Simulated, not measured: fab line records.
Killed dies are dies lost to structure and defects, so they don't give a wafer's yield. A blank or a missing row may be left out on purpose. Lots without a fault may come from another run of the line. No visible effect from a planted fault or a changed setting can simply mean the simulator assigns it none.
Which tool did it? | flow nand-harc | 9 lots, 27 wafers sampled, at 6 steps of a route of 1302

## WHAT EACH GAUGE READ, for each wafer
NHARC_END_WLT_00. Usual: VT_DECK1_BOTTOM 0.868, standard deviation 0.0072; VT_DECK1_BOTTOM_INNER 0.868, standard deviation 0.0079; VT_DECK1_MEDIAN_NEAR_BOTTOM 0.869, standard deviation 0.008; VT_DECK1_MEDIAN_NEAR_BOTTOM_INNER 0.868, standard deviation 0.0077; VT_DECK1_MIDDLE 0.881, standard deviation 0.0078; VT_DECK1_MIDDLE_INNER 0.881, standard deviation 0.0077; VT_DECK1_TOP 0.892, standard deviation 0.0079; VT_DECK1_TOP_INNER 0.892, standard deviation 0.0077; VT_DECK2_BOTTOM 0.868, standard deviation 0.0074; VT_DECK2_BOTTOM_INNER 0.868, standard deviation 0.0075; VT_DECK2_MEDIAN_NEAR_BOTTOM 0.869, standard deviation 0.0075; VT_DECK2_MEDIAN_NEAR_BOTTOM_INNER 0.869, standard deviation 0.0076; VT_DECK2_MIDDLE 0.881, standard deviation 0.0069; VT_DECK2_MIDDLE_INNER 0.881, standard deviation 0.0068; VT_DECK2_TOP 0.892, standard deviation 0.0069; VT_DECK2_TOP_INNER 0.893, standard deviation 0.0077.
lot  | measured     | on        | VT_DECK1_BOTTOM   | VT_DECK1_BOTTOM_INNER | VT_DECK1_MEDIAN_NEAR_BOTTOM | VT_DECK1_MEDIAN_NEAR_BOTTOM_INNER | VT_DECK1_MIDDLE   | VT_DECK1_MIDDLE_INNER | VT_DECK1_TOP      | VT_DECK1_TOP_INNER | VT_DECK2_BOTTOM   | VT_DECK2_BOTTOM_INNER | VT_DECK2_MEDIAN_NEAR_BOTTOM | VT_DECK2_MEDIAN_NEAR_BOTTOM_INNER | VT_DECK2_MIDDLE   | VT_DECK2_MIDDLE_INNER | VT_DECK2_TOP      | VT_DECK2_TOP_INNER | flag
L121 | day 27 00:44 | prober-02 | 0.879 0.873 0.870 | 0.873 0.864 0.870     | 0.869 0.871 0.869           | 0.868 0.874 0.861                 | 0.879 0.881 0.891 | 0.877 0.883 0.889     | 0.894 0.895 0.893 | 0.893 0.896 0.881  | 0.862 0.862 0.868 | 0.858 0.857 0.869     | 0.850 0.863 0.868           | 0.860 0.859 0.869                 | 0.878 0.877 0.874 | 0.874 0.875 0.883     | 0.890 0.894 0.886 | 0.882 0.887 0.889  |
L122 | day 28 13:07 | prober-02 | 0.865 0.859 0.865 | 0.866 0.858 0.852     | 0.860 0.860 0.861           | 0.855 0.859 0.863                 | 0.871 0.868 0.877 | 0.881 0.877 0.875     | 0.882 0.888 0.888 | 0.885 0.894 0.882  | 0.870 0.872 0.880 | 0.871 0.885 0.879     | 0.875 0.885 0.882           | 0.880 0.883 0.875                 | 0.892 0.886 0.886 | 0.874 0.884 0.882     | 0.887 0.895 0.900 | 0.896 0.899 0.897  |
L123 | day 28 12:37 | prober-01 | 0.871 0.870 0.870 | 0.865 0.871 0.866     | 0.861 0.887 0.868           | 0.863 0.874 0.871                 | 0.887 0.885 0.891 | 0.887 0.879 0.886     | 0.897 0.899 0.898 | 0.901 0.893 0.894  | 0.878 0.872 0.872 | 0.879 0.880 0.876     | 0.903 0.877 0.874           | 0.907 0.871 0.867                 | 0.886 0.888 0.880 | 0.887 0.896 0.889     | 0.906 0.905 0.899 | 0.900 0.902 0.901  |
L124 | day 28 20:28 | prober-01 | 0.869 0.876 0.873 | 0.871 0.872 0.866     | 0.884 0.876 0.885           | 0.866 0.866 0.875                 | 0.883 0.889 0.881 | 0.887 0.887 0.886     | 0.892 0.890 0.891 | 0.896 0.888 0.899  | 0.859 0.860 0.861 | 0.865 0.860 0.866     | 0.857 0.892 0.861           | 0.863 0.886 0.857                 | 0.872 0.875 0.865 | 0.874 0.863 0.867     | 0.875 0.877 0.876 | 0.887 0.877 0.879  |
L133 | day 32 04:23 | prober-01 | 0.875 0.871 0.885 | 0.876 0.879 0.877     | 0.881 0.872 0.873           | 0.873 0.875 0.885                 | 0.890 0.882 0.888 | 0.889 0.888 0.888     | 0.902 0.898 0.893 | 0.897 0.897 0.898  | 0.881 0.877 0.872 | 0.872 0.874 0.860     | 0.870 0.872 0.877           | 0.878 0.875 0.879                 | 0.887 0.881 0.883 | 0.886 0.884 0.886     | 0.891 0.896 0.889 | 0.897 0.890 0.898  |
L135 | day 33 12:43 | prober-01 | 0.869 0.864 0.862 | 0.863 0.865 0.870     | 0.862 0.872 0.869           | 0.868 0.872 0.865                 | 0.881 0.876 0.883 | 0.878 0.880 0.880     | 0.882 0.887 0.886 | 0.889 0.885 0.885  | 0.864 0.863 0.856 | 0.852 0.866 0.857     | 0.861 0.860 0.855           | 0.866 0.865 0.851                 | 0.870 0.871 0.873 | 0.870 0.881 0.867     | 0.877 0.884 0.880 | 0.885 0.879 0.881  |
L136 | day 33 20:26 | prober-01 | 0.868 0.868 0.863 | 0.870 0.864 0.859     | 0.874 0.865 0.869           | 0.869 0.868 0.859                 | 0.876 0.876 0.887 | 0.879 0.873 0.878     | 0.889 0.890 0.893 | 0.890 0.894 0.886  | 0.866 0.869 0.861 | 0.865 0.874 0.877     | 0.865 0.868 0.868           | 0.869 0.871 0.870                 | 0.890 0.876 0.894 | 0.886 0.886 0.886     | 0.900 0.898 0.891 | 0.896 0.897 0.898  |
L138 | day 34 09:58 | prober-01 | 0.868 0.864 0.856 | 0.869 0.873 0.875     | 0.875 0.863 0.872           | 0.862 0.878 0.872                 | 0.886 0.887 0.882 | 0.874 0.884 0.873     | 0.888 0.890 0.892 | 0.889 0.897 0.893  | 0.866 0.874 0.870 | 0.870 0.874 0.867     | 0.872 0.875 0.868           | 0.867 0.875 0.865                 | 0.884 0.892 0.883 | 0.883 0.882 0.885     | 0.893 0.899 0.896 | 0.897 0.891 0.897  |
L137 | day 34 10:29 | prober-02 | 0.863 0.868 0.858 | 0.870 0.866 0.868     | 0.871 0.869 0.873           | 0.872 0.867 0.869                 | 0.884 0.877 0.881 | 0.880 0.887 0.874     | 0.896 0.883 0.895 | 0.898 0.891 0.892  | 0.872 0.867 0.875 | 0.870 0.872 0.864     | 0.872 0.871 0.871           | 0.865 0.877 0.877                 | 0.881 0.879 0.883 | 0.887 0.881 0.885     | 0.891 0.897 0.891 | 0.896 0.900 0.899  |

## WHICH TOOL RAN EACH LOT (tool, then ch and the chambers of the sampled wafers, then the start)
lot  | NHARC_A_CHANNEL_HOLE_D2_ETCH_20  | NHARC_A_CHANNEL_HOLE_D2_ETCH_21  | NHARC_A_CHANNEL_HOLE_D2_XSEM_32 | NHARC_A_CHANNEL_FILL_D2_ALD_02   | NHARC_A_CHANNEL_FILL_D2_ALD_15
L121 | har-etch-01 ch 0,1, day 15 23:26 | har-etch-01 ch 0,1, day 15 23:47 | xsem-02 ch 0, day 16 04:49      | ald-hk-01 ch 0,2,3, day 16 05:06 | ald-sin-batch-03 ch 0, day 27 00:44 or earlier
L122 | har-etch-01 ch 0,1, day 17 03:21 | har-etch-01 ch 0,1, day 17 03:41 | xsem-01 ch 0, day 17 08:55      | ald-hk-04 ch 0,1,3, day 17 09:29 | ald-sin-batch-03 ch 0, day 28 13:07 or earlier
L123 | har-etch-01 ch 0,1, day 17 11:36 | har-etch-01 ch 0,1, day 17 11:55 | xsem-01 ch 0, day 17 17:14      | ald-hk-03 ch 1,2,3, day 17 17:37 | ald-sin-batch-03 ch 0, day 28 12:37 or earlier
L124 | har-etch-01 ch 0,1, day 17 15:45 | har-etch-01 ch 0,1, day 17 16:04 | xsem-01 ch 0, day 17 21:16      | ald-hk-04 ch 0,1, day 17 22:25   | ald-sin-batch-02 ch 0, day 18 08:34
L133 | har-etch-02 ch 0,1, day 20 19:13 | har-etch-02 ch 0,1, day 20 19:31 | xsem-01 ch 0, day 21 00:42      | ald-hk-03 ch 0,3, day 21 02:02   | ald-sin-batch-03 ch 0, day 32 04:23 or earlier
L135 | har-etch-01 ch 0,1, day 22 09:34 | har-etch-01 ch 0,1, day 22 09:52 | xsem-02 ch 0, day 22 15:05      | ald-hk-03 ch 0,2,3, day 22 15:22 | ald-sin-batch-03 ch 0, day 33 12:43 or earlier
L136 | har-etch-02 ch 0,1, day 22 10:11 | har-etch-02 ch 0,1, day 22 10:32 | xsem-01 ch 0, day 22 15:39      | ald-hk-03 ch 1,2, day 22 15:56   | ald-sin-batch-03 ch 0, day 33 20:26 or earlier
L138 | har-etch-01 ch 0, day 23 02:02   | har-etch-01 ch 0, day 23 02:22   | xsem-01 ch 0, day 23 07:32      | ald-hk-04 ch 0,2, day 23 07:55   | ald-sin-batch-03 ch 0, day 34 09:58 or earlier
L137 | har-etch-02 ch 0,1, day 23 04:07 | har-etch-02 ch 0,1, day 23 04:25 | xsem-02 ch 0, day 23 09:38      | ald-hk-04 ch 1,2,3, day 23 10:05 | ald-sin-batch-03 ch 0, day 23 17:57
- NHARC_A_CHANNEL_HOLE_D2_ETCH_20: etches the open film in C4F8/O2/Ar, time 361.9 s, target depth 1600 nm.
- NHARC_A_CHANNEL_HOLE_D2_ETCH_21: etches the open film in C4F8/O2/Ar, time 514.3 s, target depth 1600 nm.
- NHARC_A_CHANNEL_HOLE_D2_XSEM_32
- NHARC_A_CHANNEL_FILL_D2_ALD_02: deposits SiO2, target thk 6 nm, pulse time 10 s, ald cycles 60.
- NHARC_A_CHANNEL_FILL_D2_ALD_15: deposits SiNx, target thk 2 nm, pulse time 60 s, ald cycles 19.

## AS READ BY THE TOOLS THEMSELVES (means over the sampled wafers that have a number; for cases with no such wafer, the mark the record gives instead)
NHARC_A_CHANNEL_HOLE_D2_ETCH_20. Usual: c4f8-flow-sccm 89.30 sccm, standard deviation 0.28; drypump-motor-current-A 6.2 A, standard deviation 0.44; showerhead-plenum-p-Torr 3.62 Torr, standard deviation 0.15; throttle-valve-pct 32.156 %, standard deviation 0.0084.
lot  | tool        | c4f8-flow-sccm (sccm) | drypump-motor-current-A (A) | showerhead-plenum-p-Torr (Torr) | throttle-valve-pct (%) | flag
L121 | har-etch-01 | 89.49                 | 5.8                         | 3.62                            | 32.160                 |
L122 | har-etch-01 | 89.03                 | 5.8                         | 3.61                            | 32.165                 |
L123 | har-etch-01 | 89.20                 | 5.8                         | 3.61                            | 32.150                 |
L124 | har-etch-01 | 89.54                 | 5.8                         | 3.61                            | 32.153                 |
L133 | har-etch-02 | 89.04                 | 6.5                         | 3.81                            | 32.164                 |
L135 | har-etch-01 | 89.02                 | 5.8                         | 3.57                            | 32.152                 |
L136 | har-etch-02 | 89.65                 | 6.2                         | 3.70                            | 32.152                 |
L138 | har-etch-01 | 89.35                 | 6.1                         | 3.46                            | 32.157                 |
L137 | har-etch-02 | 89.49                 | 6.5                         | 3.79                            | 32.159                 |

NHARC_A_CHANNEL_HOLE_D2_ETCH_21. Usual: c4f8-flow-sccm 89.28 sccm, standard deviation 0.24; drypump-motor-current-A 6.2 A, standard deviation 0.44; showerhead-plenum-p-Torr 3.62 Torr, standard deviation 0.15; throttle-valve-pct 32.154 %, standard deviation 0.0095.
lot  | tool        | c4f8-flow-sccm (sccm) | drypump-motor-current-A (A) | showerhead-plenum-p-Torr (Torr) | throttle-valve-pct (%) | flag
L121 | har-etch-01 | 89.12                 | 5.8                         | 3.62                            | 32.156                 |
L122 | har-etch-01 | 89.67                 | 5.8                         | 3.61                            | 32.165                 |
L123 | har-etch-01 | 89.13                 | 5.8                         | 3.61                            | 32.148                 |
L124 | har-etch-01 | 89.34                 | 5.8                         | 3.61                            | 32.152                 |
L133 | har-etch-02 | 89.20                 | 6.5                         | 3.81                            | 32.155                 |
L135 | har-etch-01 | 89.53                 | 5.8                         | 3.57                            | 32.161                 |
L136 | har-etch-02 | 88.88                 | 6.2                         | 3.70                            | 32.152                 |
L138 | har-etch-01 | 89.41                 | 6.1                         | 3.46                            | 32.149                 |
L137 | har-etch-02 | 89.35                 | 6.5                         | 3.79                            | 32.160                 |

NHARC_A_CHANNEL_HOLE_D2_XSEM_32. Usual: bot-cd-nm 75.0 nm, standard deviation 1.2; bow-nm 8.56 nm, standard deviation 0.24; tilt-deg 0.07 degrees, standard deviation 0.031.
lot  | tool    | bot-cd-nm (nm) | bow-nm (nm) | tilt-deg (degrees) | flag
L121 | xsem-02 | 75.0           | 8.41        | 0.06               |
L122 | xsem-01 | 77.1           | 8.43        | 0.01               |
L123 | xsem-01 | 75.4           | 13.70       | 0.08               | OFF
L124 | xsem-01 | 73.7           | 13.74       | 0.04               | OFF
L133 | xsem-01 | 76.2           | 8.71        | 0.07               |
L135 | xsem-02 | 74.5           | 9.08        | 0.06               |
L136 | xsem-01 | 74.9           | 8.39        | 0.05               |
L138 | xsem-01 | 75.5           | 8.38        | 0.06               |
L137 | xsem-02 | 74.7           | 8.34        | 0.09               |

NHARC_A_CHANNEL_FILL_D2_ALD_02. Usual: heater-power-outer-w 272 W, standard deviation 22; heater-power-w 488 W, standard deviation 34; precursor-pulse-height-rel 0.997, standard deviation 0.018.
lot  | tool      | heater-power-outer-w (W) | heater-power-w (W) | precursor-pulse-height-rel | flag
L121 | ald-hk-01 | 269                      | 476                | 1.002                      |
L122 | ald-hk-04 | 288                      | 514                | 1.000                      |
L123 | ald-hk-03 | 251                      | 462                | 0.982                      |
L124 | ald-hk-04 | 275                      | 515                | 1.007                      |
L133 | ald-hk-03 | 254                      | 489                | 0.983                      |
L135 | ald-hk-03 | 247                      | 481                | 1.008                      |
L136 | ald-hk-03 | 245                      | 445                | 1.001                      |
L138 | ald-hk-04 | 272                      | 515                | 0.995                      |
L137 | ald-hk-04 | 294                      | 522                | 1.014                      |

NHARC_A_CHANNEL_FILL_D2_ALD_15. Usual: precursor-pulse-height-rel at 1.001, with a standard deviation of 0.019.
lot  | tool             | precursor-pulse-height-rel | flag
L121 | ald-sin-batch-03 | 0.988                      |
L122 | ald-sin-batch-03 | 1.002                      |
L123 | ald-sin-batch-03 | 1.004                      |
L124 | ald-sin-batch-02 | 0.999                      |
L133 | ald-sin-batch-03 | 1.012                      |
L135 | ald-sin-batch-03 | 0.994                      |
L136 | ald-sin-batch-03 | 0.982                      |
L138 | ald-sin-batch-03 | 0.995                      |
L137 | ald-sin-batch-03 | 0.992                      |

## THE ANSWER, worked out from the rows above alone
Rule: take the mean of a lot's wafers that have a number; if it is more than 3 standard deviations from the usual mean, the lot is off. Also off: a lot with no number at a reading for which 4 or more lots have one. The other lots that the step has rows for count as sound. After the gauges, taken in route order, come the tools' own readings; for these a lot's mean is taken, as printed above. The first step at which some lot is off is used, and at that step the reading that is off furthest; a lot without a number counts as furthest.
Off at NHARC_A_CHANNEL_HOLE_D2_XSEM_32 (bow-nm): L123, L124.
If a tool, at that step or one of the process steps before it, ran each lot that is off and ran no sound lot following the first of them, it fits. Of those tried, none fits.

## WHAT THE SIMULATOR HAD PUT IN
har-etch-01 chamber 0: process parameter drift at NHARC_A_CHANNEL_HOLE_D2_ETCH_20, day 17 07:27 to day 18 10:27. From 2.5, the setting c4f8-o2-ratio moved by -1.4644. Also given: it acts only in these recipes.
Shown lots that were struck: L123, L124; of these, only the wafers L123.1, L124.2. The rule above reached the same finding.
